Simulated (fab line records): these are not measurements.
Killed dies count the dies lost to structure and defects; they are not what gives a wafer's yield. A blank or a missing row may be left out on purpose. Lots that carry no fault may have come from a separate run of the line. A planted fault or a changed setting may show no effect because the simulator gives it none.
The same fault as seen by 2 desks    flow n5-finfet    each desk has only its own numbers; what lay behind them comes last

## AT THE TOOL OWNER'S DESK: rie-si-04
The tool's own readings at N5_FIN_CUT_CUT_ETCH_15 (etches Si in HBr/Cl2/O2, target depth 100 nm, bt time 10 s, time 42.4 s): means of the sampled wafers that have a number, for each lot that ran on this tool. If a lot's mean is further than 4 standard deviations from the usual mean, the lot is out of limits and carries the mark OUT (the distance appears in the brackets).
Columns: A = HBr_flow_sccm at N5_FIN_CUT_CUT_ETCH_15, usual 150.0 sccm; B = drypump-motor-current-A at N5_FIN_CUT_CUT_ETCH_15, usual 5.7 A; C = oes_o_777_au at N5_FIN_CUT_CUT_ETCH_15, usual 0.99 a.u.; D = oes-product-au at N5_FIN_CUT_CUT_ETCH_15, usual 0.994 a.u.; E = throttle-valve-pct at N5_FIN_CUT_CUT_ETCH_15, usual 37.3 %
lot   first seen here  A      B    C     D      E
L568  day 2 08:43      149.9  5.4  0.97  0.999  37.3
L572  day 3 10:53      149.9  5.4  0.95  0.975  37.8
L573  day 3 16:49      150.0  5.5  0.92  0.982  37.6
This desk's verdict: no lot among the 3 shows anything out of limits.

## THE METROLOGY DESK
Means of the sampled wafers that have a number, per lot and without regard to the tool the lot ran on: this is what the gauges read. If a lot's mean is further than 4 standard deviations from the usual mean, the lot is out of limits and carries the mark OUT (the distance appears in the brackets). Only the readings that lie furthest out on some lot appear, 7 of the 10 it has.
Columns: A = DIBL_N at N5_BEOL_M4_RC_MEAS_101, usual 37.5 mV/V; B = DIBL_P at N5_BEOL_M4_RC_MEAS_101, usual 38 mV/V; C = IOFF_N at N5_BEOL_M4_RC_MEAS_101, usual 0.19 nA/um; D = IOFF_P at N5_BEOL_M4_RC_MEAS_101, usual 0.24 nA/um; E = ION_N at N5_BEOL_M4_RC_MEAS_101, usual 679 uA/um; F = SS_N at N5_BEOL_M4_RC_MEAS_101, usual 72.0 mV/dec; G = SS_P at N5_BEOL_M4_RC_MEAS_101, usual 73.7 mV/dec
lot   first seen here  A     B   C     D     E    F     G
L568  day 8 01:46      36.3  38  0.18  0.24  678  71.7  73.1
L572  day 8 23:47      34.6  34  0.13  0.18  660  70.3  72.7
L573  day 9 23:17      41.3  43  0.30  0.33  703  73.6  75.0
L588  day 13 22:35     40.1  40  0.26  0.26  689  72.6  74.5
This desk's verdict: no lot among the 4 shows anything out of limits.

## TAKEN TOGETHER
Nothing out of limits was seen by the tool owner's desk.
Metrology desk: nothing out of limits seen.

## WHAT THE SIMULATOR HAD PUT IN
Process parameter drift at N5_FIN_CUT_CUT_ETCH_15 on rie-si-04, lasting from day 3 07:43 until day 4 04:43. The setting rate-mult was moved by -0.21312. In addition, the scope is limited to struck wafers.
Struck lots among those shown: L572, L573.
